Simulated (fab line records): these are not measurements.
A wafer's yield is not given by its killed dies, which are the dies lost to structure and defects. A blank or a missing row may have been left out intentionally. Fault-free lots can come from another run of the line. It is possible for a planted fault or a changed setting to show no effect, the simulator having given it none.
Matching of chambers + flow nandHarc + NHARC_A_CHANNEL_FILL_D1_ETCHBACK_19 on rieSi-02: 4 sister chambers
The step etches the open film in HBr/Cl2, target depth 5 nm, time 1.7 s. 22 wafers are shown with their chamber, then 11 later ones without.

EACH WAFER AND ITS CHAMBER
| wafer  | chamber | oesProductAu (a.u.) | throttleValvePct (%) | mfcCl2Sccm (sccm) |
|--------|---------|---------------------|----------------------|-------------------|
| L074.1 | 1       | 0.983               | 26.416               | 49.71             |
| L074.2 | 0       | 1.006               | 26.404               | 49.92             |
| L074.5 | 0       | 1.009               | 26.402               | 49.97             |
| L075.1 | 2       | 1.013               | 26.406               | 50.19             |
| L075.2 | 1       | 0.976               | 26.420               | 49.98             |
| L075.5 | 3       | 1.002               | 26.394               | 49.97             |
| L076.1 | 2       | 1.019               | 26.408               | 50.08             |
| L076.3 | 1       | 0.998               | 26.395               | 49.72             |
| L076.6 | 3       | 1.008               | 26.407               | 49.67             |
| L079.3 | 0       | 1.004               | 26.414               | 50.16             |
| L079.4 | 3       | 1.024               | 26.398               | 49.91             |
| L079.6 | 1       | 0.979               | 26.417               | 49.93             |
| L081.2 | 2       | 1.018               | 26.393               | 49.78             |
| L081.4 | 1       | 0.985               | 26.391               | 50.19             |
| L081.5 | 3       | 1.016               | 26.389               | 49.94             |
| L084.1 | 2       | 1.011               | 26.397               | 49.82             |
| L084.2 | 3       | 1.010               | 26.413               | 49.94             |
| L084.3 | 0       | 0.981               | 26.410               | 49.95             |
| L086.2 | 1       | 1.001               | 26.406               | 49.85             |
| L086.4 | 2       | 1.023               | 26.404               | 50.37             |
| L086.6 | 0       | 0.998               | 26.394               | 49.77             |
| L090.1 | 2       | 1.011               | 26.392               | 49.75             |

SIGNATURES, as means of the wafers listed above
| reading          | chamber 0 | chamber 1 | chamber 2 | chamber 3 | scatter within a chamber |
|------------------|-----------|-----------|-----------|-----------|--------------------------|
| oesProductAu     | 0.99960   | 0.98700   | 1.01583   | 1.01200   | 0.00888                  |
| throttleValvePct | 26.40480  | 26.40750  | 26.40000  | 26.40020  | 0.00944                  |
| mfcCl2Sccm       | 49.9540   | 49.8967   | 49.9983   | 49.8860   | 0.186                    |
Rule: for each reading, subtract the chamber's mean from the wafer's reading, divide by that reading's scatter and square the result; add these up over the readings and take the root, which gives the wafer's distance from the chamber. The wafer belongs to the nearest chamber; if the next one is less than 2 further off, it can't be placed. The scatter is the square root of a quotient: the sum, over the shown wafers, of each reading's squared deviation from its chamber's mean, divided by wafers minus chambers.

WAFERS MISSING THEIR CHAMBER
| wafer  | oesProductAu (a.u.) | throttleValvePct (%) | mfcCl2Sccm (sccm) |
|--------|---------------------|----------------------|-------------------|
| L090.2 | 0.998               | 26.402               | 50.14             |
| L090.3 | 1.002               | 26.406               | 50.19             |
| L093.3 | 1.003               | 26.401               | 49.91             |
| L093.5 | 1.008               | 26.409               | 50.08             |
| L093.6 | 0.991               | 26.401               | 49.95             |
| L094.1 | 1.004               | 26.418               | 50.04             |
| L094.4 | 0.991               | 26.403               | 50.25             |
| L094.5 | 1.016               | 26.415               | 50.20             |
| L096.4 | 0.997               | 26.391               | 49.98             |
| L096.5 | 0.999               | 26.411               | 50.14             |
| L096.6 | 1.007               | 26.401               | 49.75             |

WHICH CHAMBER EACH WENT THROUGH
| wafer  | from the rows above               | in truth |
|--------|-----------------------------------|----------|
| L090.2 | can't be placed: 0 or 1 or 3 or 2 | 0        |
| L090.3 | can't be placed: 0 or 2 or 3 or 1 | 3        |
| L093.3 | can't be placed: 0 or 3 or 2 or 1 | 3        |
| L093.5 | can't be placed: 0 or 2 or 3 or 1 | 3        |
| L093.6 | can't be placed: 1 or 0 or 3 or 2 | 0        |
| L094.1 | can't be placed: 0 or 3 or 2 or 1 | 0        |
| L094.4 | can't be placed: 0 or 1 or 3 or 2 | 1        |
| L094.5 | can't be placed: 2 or 3 or 0 or 1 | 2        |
| L096.4 | can't be placed: 0 or 3 or 1 or 2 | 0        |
| L096.5 | can't be placed: 0 or 1 or 3 or 2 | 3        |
| L096.6 | can't be placed: 3 or 0 or 2 or 1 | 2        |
Correctly placed: 0 of 11. Cannot be placed on the basis of these rows: 11; the candidates contain the true chamber in 11. Wrongly placed: 0.
